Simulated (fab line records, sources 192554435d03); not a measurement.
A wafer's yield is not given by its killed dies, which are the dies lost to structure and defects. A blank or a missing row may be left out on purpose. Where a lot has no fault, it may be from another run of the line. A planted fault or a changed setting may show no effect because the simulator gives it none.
Chamber matching + flow n5Finfet + rieDiel-05 running N5_BEOL_M6_VIA_ETCH_34: 4 sister chambers
The step etches SiCOH lowk in C4F6/O2, target depth 126.3 nm, time 50.9 s. 16 wafers are shown with their chamber, then 8 later ones without.

## WAFERS PAIRED WITH THEIR CHAMBERS
| wafer  | chamber | drypumpMotorCurrentA (A) | showerheadPlenumPTorr (Torr) | rfVppV (V) |
|--------|---------|--------------------------|------------------------------|------------|
| L076.2 | 2       | 5.1                      | 2.71                         | 660        |
| L076.4 | 3       | 5.9                      | 2.73                         | 667        |
| L076.6 | 0       | 5.6                      | 2.81                         | 674        |
| L077.2 | 0       | 5.7                      | 2.81                         | 673        |
| L077.4 | 1       | 5.2                      | 2.75                         | 672        |
| L077.6 | 1       | 5.2                      | 2.75                         | 668        |
| L079.1 | 3       | 5.9                      | 2.72                         | 667        |
| L079.3 | 0       | 5.6                      | 2.81                         | 673        |
| L079.5 | 2       | 5.1                      | 2.70                         | 661        |
| L087.3 | 2       | 5.1                      | 2.70                         | 662        |
| L087.5 | 2       | 5.1                      | 2.70                         | 660        |
| L087.6 | 3       | 5.9                      | 2.72                         | 667        |
| L085.4 | 3       | 5.9                      | 2.71                         | 665        |
| L085.5 | 3       | 5.9                      | 2.71                         | 666        |
| L085.6 | 0       | 5.6                      | 2.80                         | 672        |
| L088.2 | 0       | 5.6                      | 2.80                         | 674        |

SIGNATURES (averages over the wafers above)
| reading               | chamber 0 | chamber 1 | chamber 2 | chamber 3 | scatter within a chamber |
|-----------------------|-----------|-----------|-----------|-----------|--------------------------|
| drypumpMotorCurrentA  | 5.620     | 5.200     | 5.100     | 5.900     | 0.0258                   |
| showerheadPlenumPTorr | 2.8060    | 2.7500    | 2.7025    | 2.7180    | 0.00629                  |
| rfVppV                | 673.20    | 670.00    | 660.75    | 666.40    | 1.18                     |
Rule: a wafer's distance from a chamber is the root of the sum, over the readings, of the square of ((its reading less the chamber's mean) divided by the reading's scatter). If the next closest chamber is less than 2 further off than the closest, the wafer can't be placed; otherwise it belongs to the closest. The scatter is the square root of a quotient: the sum, over the shown wafers, of each reading's squared deviation from its chamber's mean, divided by wafers minus chambers.

## WAFERS WITH NO CHAMBER GIVEN
| wafer  | drypumpMotorCurrentA (A) | showerheadPlenumPTorr (Torr) | rfVppV (V) |
|--------|--------------------------|------------------------------|------------|
| L088.3 | 5.2                      | 2.74                         | 670        |
| L088.6 | 5.1                      | 2.70                         | 661        |
| L093.1 | 5.1                      | 2.69                         | 661        |
| L093.3 | 5.9                      | 2.71                         | 667        |
| L093.5 | 5.6                      | 2.80                         | 672        |
| L096.2 | 5.2                      | 2.73                         | 670        |
| L096.3 | 5.1                      | 2.69                         | 661        |
| L096.5 | 5.9                      | 2.71                         | 665        |

## EACH ONE'S CHAMBER
| wafer  | from the rows above | in truth |
|--------|---------------------|----------|
| L088.3 | 1                   | 1        |
| L088.6 | 2                   | 2        |
| L093.1 | 2                   | 2        |
| L093.3 | 3                   | 3        |
| L093.5 | 0                   | 0        |
| L096.2 | 1                   | 1        |
| L096.3 | 2                   | 2        |
| L096.5 | 3                   | 3        |
8 of 8 placed correctly. Can't be placed from these rows: 0. Wrongly placed: 0.
